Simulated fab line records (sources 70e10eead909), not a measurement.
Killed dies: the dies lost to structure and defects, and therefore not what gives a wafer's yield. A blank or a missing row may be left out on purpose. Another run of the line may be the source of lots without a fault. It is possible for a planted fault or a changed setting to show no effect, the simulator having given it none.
Matching of chambers -- flow nand-harc -- rie-diel-05 running NHARC_A_CONTACT_DESCUM_13: 4 sister chambers
The step chemistry O2, time 3 s. 18 wafers are shown with their chamber, then 9 later ones without.

WAFERS PAIRED WITH THEIR CHAMBERS
wafer,chamber,drypump-motor-current-A (A),showerhead-plenum-p-Torr (Torr),oes-product-au (a.u.)
L370.1,3,5.8,1.95,0.990
L370.2,1,6.6,2.02,1.002
L370.4,2,5.7,2.07,1.005
L372.1,0,5.5,2.03,1.001
L372.2,1,6.6,2.02,0.989
L372.5,2,5.7,2.07,1.002
L374.1,0,5.5,2.03,0.992
L374.3,3,5.8,1.94,0.997
L374.5,3,5.9,1.94,0.986
L383.1,0,5.5,2.03,1.004
L383.2,1,6.6,2.01,1.015
L383.6,2,5.7,2.06,1.004
L386.1,1,6.6,2.01,1.000
L386.3,3,5.9,1.94,1.002
L386.5,0,5.4,2.02,1.019
L389.1,0,5.4,2.02,1.000
L389.2,2,5.7,2.06,1.008
L389.3,1,6.6,2.01,1.007

SIGNATURES (means of the wafers above)
reading,chamber 0,chamber 1,chamber 2,chamber 3,scatter within a chamber
drypump-motor-current-A,5.460,6.600,5.700,5.850,0.0396
showerhead-plenum-p-Torr,2.0260,2.0140,2.0650,1.9425,0.00544
oes-product-au,1.00320,1.00260,1.00475,0.99375,0.00814
Rule: for each reading, subtract the chamber's mean from the wafer's reading, divide by that reading's scatter and square the result; add these up over the readings and take the root, which gives the wafer's distance from the chamber. If the next closest chamber is less than 2 further off than the closest, the wafer can't be placed; otherwise it belongs to the closest. The scatter is the square root of a quotient: the sum, over the shown wafers, of each reading's squared deviation from its chamber's mean, divided by wafers minus chambers.

WAFERS WHOSE CHAMBER IS MISSING
wafer,drypump-motor-current-A (A),showerhead-plenum-p-Torr (Torr),oes-product-au (a.u.)
L390.1,5.8,1.94,1.008
L390.2,6.6,2.01,1.013
L390.4,5.4,2.02,1.006
L388.1,5.7,2.06,1.001
L388.2,5.5,2.02,1.014
L388.3,6.6,2.01,1.013
L391.2,6.6,2.01,1.021
L391.3,5.8,1.93,1.006
L391.6,5.8,1.93,0.999

WHICH CHAMBER EACH WENT THROUGH
wafer,from the rows above,in truth
L390.1,3,3
L390.2,1,1
L390.4,0,0
L388.1,2,2
L388.2,0,0
L388.3,1,1
L391.2,1,1
L391.3,3,3
L391.6,3,3
Correct placement for 9 of the 9. Can't be placed from these rows: 0. Number placed wrongly: 0.
